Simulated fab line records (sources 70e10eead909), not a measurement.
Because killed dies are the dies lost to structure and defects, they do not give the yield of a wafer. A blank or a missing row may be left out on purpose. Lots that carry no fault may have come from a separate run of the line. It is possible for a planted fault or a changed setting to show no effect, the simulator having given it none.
A struck lot beside a sound one ; flow nand harc ; 14 steps out of a route of 1302
Sound: wafers L231.2, L231.3, L231.5. Struck: wafer L247.6. (L247.5 of the same lot was not struck and is left out.) The cause comes at the end.
Order at every step that has rows: each side's tool, ch and its chambers, its first start. Under that, the readings that differ: sound wafers ; struck wafers ; difference of the means ; sigmas: that difference in standard deviations of wafers without a fault.
alike: a reading whose means differ by less than 2 such deviations, as well as words and numbers matching on both sides. not compared: withheld readings; readings where some wafer has no value; bounds like >300 that might hide an equal value; numbers whose values overlap and for which the record gives no deviation.
A row with sigmas, a row that says differs or no value, or rows on one side alone: a step with any of these is where the two part. Numbers that don't overlap but have no deviation are shown without sigmas and don't part them. Lack of a reading on every wafer of one side parts them only where that side has two or more wafers.

NHARC_A_WL_FILL_CVD_03: deposits W, target thk 40 nm, time 279 s.
  sound on cvd w-01 ch 0,1, day 21 21:43; struck on cvd w-02 ch 0, day 28 05:37
  alike: heater power w, mfc h2 sccm, throttle valve pct
NHARC_A_WL_FILL_ETCHBACK_04: etches the open film in NF3, target depth 60 nm, time 120 s.
  sound on rie metal-03 ch 0,1, day 21 22:07; struck on rie metal-03 ch 1, day 28 05:56
  alike: drypump motor current A, oes product au, run length s
  not compared: rf hours counter h
then, 1 step without rows for these wafers: NHARC_A_WL_FILL_ETCHBACK_05 (etches the open film in Cl2/BCl3, target depth 22 nm, time 60 s).
NHARC_A_WL_FILL_STRIP_27: strips in N2/H2, time 20 s.
  sound on plasma asher-01 ch 0,1, day 21 22:28; struck on plasma asher-02 ch 0, day 28 06:16
reading;sound;struck;difference;sigmas
heater power w (W);309 344 310;356;+35;+2
  alike: drypump motor current A
  not compared: rf hours counter h
then, 5 steps without rows for these wafers: NHARC_A_WL_FILL_STRIP_28 (strips in post etch residue remover, time 1200 s); NHARC_A_WL_FILL_PRECLEAN_06 (cleans in DIW, time 300 s); NHARC_A_WL_FILL_SRD_07; NHARC_A_WL_FILL_ANNEAL_08 (time 1800 s); NHARC_A_WL_FILL_ALD_10 (deposits SiO2, target thk 50 nm, pulse time 10 s, ald cycles 500).
NHARC_A_WL_FILL_ETCHBACK_16: etches the open film in C4F8/O2/Ar, target depth 120 nm, time 24 s.
  sound on rie diel-10 ch 0,1,2; struck on rie diel-13 ch 2
reading;sound;struck;difference;sigmas
oes product au (a.u.);1.02 1.00 1.00;0.92;-0.09;-3
  alike: rf vpp V, run length s
  not compared: rf hours counter h
NHARC_A_WL_FILL_STRIP_29: strips in O2, time 20 s.
  sound on rie diel-10 ch 2,3, day 22 09:41; struck on rie diel-13 ch 2, day 28 13:44
  alike: drypump motor current A, oes product au, rf vpp V, showerhead plenum p Torr, throttle valve pct
  not compared: rf hours counter h
NHARC_A_WL_FILL_ETCHBACK_17: etches the open film in Cl2/BCl3, target depth 4 nm, time 26.7 s.
  sound on rie metal-01 ch 0,1, day 22 09:47; struck on rie metal-01 ch 1, day 28 13:53
reading;sound;struck;difference;sigmas
run length s (s);47.99 47.58 47.48;49.15;+1.47;+5
  alike: drypump motor current A, oes product au
  not compared: rf hours counter h
then, 2 steps without rows for these wafers: NHARC_A_WL_FILL_PRECLEAN_18 (cleans in dHF, time 30 s); NHARC_END_SORT_01.

## WHERE THEY PART
At NHARC_A_WL_FILL_STRIP_27 first; at NHARC_A_WL_FILL_ETCHBACK_17 last (within this record only).

WHY: what had been put in by the simulator
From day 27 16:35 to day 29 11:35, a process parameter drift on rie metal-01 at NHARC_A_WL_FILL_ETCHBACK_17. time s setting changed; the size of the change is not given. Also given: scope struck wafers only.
